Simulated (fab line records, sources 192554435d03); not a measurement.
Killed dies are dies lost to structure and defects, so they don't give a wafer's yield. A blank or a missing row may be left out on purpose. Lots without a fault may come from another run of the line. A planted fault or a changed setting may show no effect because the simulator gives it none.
Chamber matching | flow n5_finfet | N5_BEOL_M4_DEP_57 on pecvd-03: 3 sister chambers
The step deposits SiCN from 3MS/NH3, target thk 8 nm, time 14 s. 16 wafers are shown with their chamber, then 8 later ones without.

WAFERS WITH THEIR CHAMBER
wafer  | chamber | throttle_valve_pct (%) | showerhead_plenum_p_Torr (Torr)
L074.1 | 2       | 8.9                    | 3.681
L074.2 | 0       | 8.2                    | 3.667
L074.3 | 0       | 8.2                    | 3.662
L075.1 | 1       | 9.3                    | 3.662
L075.2 | 2       | 8.9                    | 3.683
L075.4 | 2       | 9.0                    | 3.676
L080.2 | 1       | 9.2                    | 3.664
L080.5 | 1       | 8.9                    | 3.666
L080.6 | 2       | 8.9                    | 3.682
L084.1 | 1       | 9.1                    | 3.659
L084.3 | 2       | 9.0                    | 3.676
L084.6 | 0       | 8.2                    | 3.655
L086.2 | 0       | 8.3                    | 3.659
L086.5 | 0       | 8.0                    | 3.649
L086.6 | 2       | 8.9                    | 3.674
L085.3 | 2       | 9.5                    | 3.680

SIGNATURES (means of the wafers above)
reading                  | chamber 0 | chamber 1 | chamber 2 | scatter within a chamber
throttle_valve_pct       | 8.180     | 9.125     | 9.014     | 0.181
showerhead_plenum_p_Torr | 3.65840   | 3.66275   | 3.67886   | 0.0047
Rule: a wafer's distance from a chamber is the root of the sum, over the readings, of the square of ((its reading less the chamber's mean) divided by the reading's scatter). The wafer belongs to the nearest chamber; if the next one is less than 2 further off, it can't be placed. The scatter: the root of (the sum of the squares of (reading less its chamber's mean) over the shown wafers, divided by (wafers less chambers)).

WAFERS WITHOUT THEIR CHAMBER
wafer  | throttle_valve_pct (%) | showerhead_plenum_p_Torr (Torr)
L085.4 | 8.4                    | 3.658
L085.5 | 9.1                    | 3.669
L088.1 | 8.1                    | 3.658
L088.3 | 9.3                    | 3.666
L088.4 | 9.1                    | 3.672
L090.1 | 8.2                    | 3.662
L090.3 | 9.1                    | 3.674
L090.5 | 9.1                    | 3.657

WHICH CHAMBER EACH WENT THROUGH
wafer  | from the rows above     | in truth
L085.4 | 0                       | 0
L085.5 | can't be placed: 1 or 2 | 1
L088.1 | 0                       | 0
L088.3 | can't be placed: 1 or 2 | 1
L088.4 | can't be placed: 2 or 1 | 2
L090.1 | 0                       | 0
L090.3 | can't be placed: 2 or 1 | 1
L090.5 | 1                       | 1
Placed correctly: 4 of 8. Can't be placed from these rows: 4 (the true chamber is among the candidates in 4). Placed wrongly: 0.
